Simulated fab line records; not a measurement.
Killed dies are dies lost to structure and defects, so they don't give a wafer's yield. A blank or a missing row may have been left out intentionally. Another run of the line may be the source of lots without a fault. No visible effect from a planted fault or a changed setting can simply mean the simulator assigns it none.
Comparing a struck lot with a sound one	flow nand-harc	32 steps out of a route of 1302
Sound: wafers L441.1, L441.4, L441.6. The struck wafers were L431.1, L431.3, L431.6. The cause comes at the end.
Each step with rows lists, per side, the tool, then ch with its chambers, then its first start. Under that, the readings that differ: sound wafers	struck wafers	difference of the means	sigmas: that difference in standard deviations of wafers without a fault.
alike: same words and numbers on both sides, and readings whose means sit less than 2 such deviations apart. not compared: any withheld reading, any reading some wafer has no value for, any bound like >300 that may hide the same value, and any number with overlapping values for which the record gives no deviation.
Wherever a step has rows on one side only, a row that says differs or no value, or a row with sigmas, the two part there. Non-overlapping numbers with no deviation appear without sigmas and do not part them. A reading missing from all wafers of one side parts the sides only when that side holds two or more wafers.

first, 9 steps without rows for these wafers: NHARC_A_CHANNEL_HOLE_D1_DEP_00 (deposits aC, target thk 3100 nm); NHARC_A_CHANNEL_HOLE_D1_DEP_01 (deposits SiON, target thk 140 nm); NHARC_A_CHANNEL_HOLE_D1_DEHYDRATE_02 (time 120 s); NHARC_A_CHANNEL_HOLE_D1_HMDS_03 (time 30 s); NHARC_A_CHANNEL_HOLE_D1_COAT_36 (time 75 s); NHARC_A_CHANNEL_HOLE_D1_COAT_37 (time 65 s); NHARC_A_CHANNEL_HOLE_D1_COAT_04 (resist thk 90 nm); NHARC_A_CHANNEL_HOLE_D1_SOFTBAKE_05 (time 55 s); NHARC_A_CHANNEL_HOLE_D1_EBR_06.
NHARC_A_CHANNEL_HOLE_D1_EXPOSE_07: exposes mask HOLE D1, target cd 100 nm.
  sound on arfi-scanner-01 ch 0, day 18 09:59; struck on arfi-scanner-03 ch 0, day 14 04:24
reading	sound	struck	difference	sigmas
exposure-dose-mJ-cm2	59.66 59.64 59.69	61.61 61.52 61.54	+1.89	+34
  alike: mask, reticle-temp-C
then, 2 steps without rows for these wafers: NHARC_A_CHANNEL_HOLE_D1_PEB_08 (peb time 65 s); NHARC_A_CHANNEL_HOLE_D1_DEVELOP_09 (develop time 35 s).
NHARC_A_CHANNEL_HOLE_D1_CD_MEAS_10: target cd 100 nm.
  sound on cd-sem-03 ch 0, day 18 10:07; struck on cd-sem-03 ch 0, day 14 04:32
reading	sound	struck	difference	sigmas
cd-nm (nm)	99.9 100.1 99.9	101.1 101.6 101.3	+1.4	+4
NHARC_A_CHANNEL_HOLE_D1_DESCUM_15: chemistry O2, time 3 s.
  sound on rie-diel-04 ch 0,1,3, day 18 10:18; struck on rie-diel-12 ch 0,1, day 14 04:44
reading	sound	struck	difference	sigmas
model.A_CHANNEL_HOLE_D1.cd-nm (nm)	99.94 100.1 99.97	101.8 102 101.6	+1.8	
  alike: drypump-motor-current-A, oes-product-au, rf-vpp-V, showerhead-plenum-p-Torr, throttle-valve-pct
  not compared: rf-hours-counter-h
then, 16 steps without rows for these wafers: NHARC_A_CHANNEL_HOLE_D1_ETCH_38 (etches the open film in CF4, target depth 39 nm, time 65 s); NHARC_A_CHANNEL_HOLE_D1_ETCH_39 (etches the open film in N2/H2, target depth 260 nm, time 325 s); NHARC_A_CHANNEL_HOLE_D1_ETCH_34 (etches the open film in CF4/CHF3, target depth 154 nm, time 77 s); NHARC_A_CHANNEL_HOLE_D1_ETCH_16 (etches the open film in O2/COS, target depth 3100 nm, time 806 s); NHARC_A_CHANNEL_HOLE_D1_ETCH_19 (etches the open film in C4F8/O2/Ar, time 34.5 s); NHARC_A_CHANNEL_HOLE_D1_ETCH_20 (etches the open film in C4F8/O2/Ar, time 361.9 s, target depth 1600 nm); NHARC_A_CHANNEL_HOLE_D1_ETCH_21 (etches the open film in C4F8/O2/Ar, time 514.3 s, target depth 1600 nm); NHARC_A_CHANNEL_HOLE_D1_ETCH_22 (etches the open film in C4F8/O2/Ar, time 666.7 s, target depth 1600 nm); NHARC_A_CHANNEL_HOLE_D1_ETCH_23 (etches the open film in C4F8/O2/Ar, time 819 s, target depth 1600 nm); NHARC_A_CHANNEL_HOLE_D1_ETCH_24 (etches the open film in C4F8/O2/Ar, time 906.2 s, target depth 1500 nm); NHARC_A_CHANNEL_HOLE_D1_ETCH_25 (etches the open film in C4F8/O2/Ar, time 1040.2 s, target depth 1500 nm); NHARC_A_CHANNEL_HOLE_D1_ETCH_26 (etches the open film in C4F8/O2/Ar, time 224.1 s, target depth 300 nm); NHARC_A_CHANNEL_HOLE_D1_ETCH_33 (etches the open film in C4F8/O2/Ar, time 90 s, target depth 400 nm); NHARC_A_CHANNEL_HOLE_D1_STRIP_41 (strips in N2/H2); NHARC_A_CHANNEL_HOLE_D1_STRIP_42 (strips in CF4/CHF3); NHARC_A_CHANNEL_HOLE_D1_STRIP_43 (strips in O2/COS).
NHARC_A_CHANNEL_HOLE_D1_ETCH_44: etches the open film in CF4/O2, target depth 140 nm, overetch 14 nm, time 77 s.
  sound on rie-diel-04 ch 0,1,3, day 18 18:14; struck on rie-diel-12 ch 0,1, day 14 10:38
reading	sound	struck	difference	sigmas
model.A_CHANNEL_HOLE_D1.cd-nm (nm)	90.48 88.62 91.66	92.62 92.55 93.17	+2.53	
  alike: drypump-motor-current-A, oes_f_703_au, oes-product-au, rf-fwd-power-W, rf-vpp-V, showerhead-plenum-p-Torr, throttle-valve-pct
  not compared: rf-hours-counter-h
then, 1 step without rows for these wafers: NHARC_A_CHANNEL_HOLE_D1_STRIP_27 (strips in O2).

== WHERE THEY PART ==
Last at NHARC_A_CHANNEL_HOLE_D1_CD_MEAS_10 as far as this record goes, first at NHARC_A_CHANNEL_HOLE_D1_EXPOSE_07. Later steps at which nothing parts them and some readings are alike: NHARC_A_CHANNEL_HOLE_D1_DESCUM_15, NHARC_A_CHANNEL_HOLE_D1_ETCH_44.

WHY: the cause the simulator had injected
Drift in process parameters on arfi-scanner-03 at NHARC_A_CHANNEL_HOLE_D1_EXPOSE_07, starting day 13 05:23. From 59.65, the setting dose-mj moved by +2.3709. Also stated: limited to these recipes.
